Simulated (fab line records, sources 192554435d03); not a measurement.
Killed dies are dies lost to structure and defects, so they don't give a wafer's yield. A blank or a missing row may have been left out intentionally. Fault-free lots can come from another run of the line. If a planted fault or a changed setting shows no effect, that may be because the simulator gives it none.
One fault through the eyes of 3 desks | flow n5Finfet | only its own numbers are on each desk; what lay behind them is given at the end

## THE TOOL OWNER'S DESK: rieSi-06
The tool's own readings at N5_PMOS_HMC_CHANNEL_EPI_FIN_RECESS_16 (chemistry HBr/Cl2, target Si, target depth 54 nm, time 18 s): means of the sampled wafers that have a number, for each lot that ran on this tool. Marked OUT: a lot whose mean sits more than 4 standard deviations from the usual mean, which makes it out of limits; the brackets give that distance.
Columns: A = drypumpMotorCurrentA at N5_PMOS_HMC_CHANNEL_EPI_FIN_RECESS_16, usual 5.7 A; B = oesProductAu at N5_PMOS_HMC_CHANNEL_EPI_FIN_RECESS_16, usual 1.004 a.u.; C = throttleValvePct at N5_PMOS_HMC_CHANNEL_EPI_FIN_RECESS_16, usual 35.41 %
lot  | first seen here | A   | B     | C
L146 | day 3 12:10     | 5.5 | 0.985 | 35.34
L149 | day 4 06:19     | 5.6 | 0.993 | 35.08
L150 | day 4 11:55     | 5.2 | 0.994 | 35.44
L154 | day 5 12:10     | 5.7 | 0.987 | 35.30
L155 | day 5 18:11     | 5.6 | 0.988 | 35.30
Result from this desk: across the 5 lots, nothing is out of limits.

## THE DEFECT DESK
For each lot, the counts of the inspections along the route, averaged over the sampled wafers that have a number. Marked OUT: a lot whose mean sits more than 4 standard deviations from the usual mean, which makes it out of limits; the brackets give that distance.
Columns: A = rawDefectCount at N5_PMOS_HMC_CHANNEL_EPI_INSPECT_30, usual 19
lot  | first seen here | A
L139 | day 1 20:55     | 32
L143 | day 2 21:11     | 25
L144 | day 3 02:41     | 18
L145 | day 3 08:45     | 22
L146 | day 3 14:33     | 20
L147 | day 3 19:59     | 14
L149 | day 4 09:01     | 20
L150 | day 4 14:19     | 24
L154 | day 5 15:05     | 12
L155 | day 5 21:35     | 18
L158 | day 6 15:27     | 18
L159 | day 6 21:31     | 14
L160 | day 7 02:47     | 18
L161 | day 7 09:49     | 16
Result from this desk: across the 14 lots, nothing is out of limits.

## FROM THE METROLOGY DESK
What the gauges read for every lot (on any tool): the sampled wafers with a number, averaged. Marked OUT: a lot whose mean sits more than 4 standard deviations from the usual mean, which makes it out of limits; the brackets give that distance.
Columns: A = HMC_CMP_THK at N5_PMOS_HMC_CHANNEL_EPI_THK_MEAS_22, usual 54.3 nm
lot  | first seen here | A
L139 | day 1 20:26     | 54.1
L143 | day 2 20:29     | 54.4
L144 | day 3 01:58     | 54.0
L145 | day 3 08:16     | 55.5
L146 | day 3 13:58     | 54.0
L147 | day 3 19:25     | 54.2
L149 | day 4 08:31     | 54.0
L150 | day 4 13:43     | 52.8
L154 | day 5 14:23     | 52.7
L155 | day 5 21:00     | 52.2
L158 | day 6 14:52     | 54.7
L159 | day 6 20:48     | 54.3
L160 | day 7 02:13     | 54.0
L161 | day 7 09:20     | 54.0
Result from this desk: across the 14 lots, nothing is out of limits.

## PUT TOGETHER
Nothing out of limits was seen by the tool owner's desk.
The defect desk saw nothing out of limits.
Metrology desk: nothing out of limits seen.

## WHAT WAS PUT IN BY THE SIMULATOR
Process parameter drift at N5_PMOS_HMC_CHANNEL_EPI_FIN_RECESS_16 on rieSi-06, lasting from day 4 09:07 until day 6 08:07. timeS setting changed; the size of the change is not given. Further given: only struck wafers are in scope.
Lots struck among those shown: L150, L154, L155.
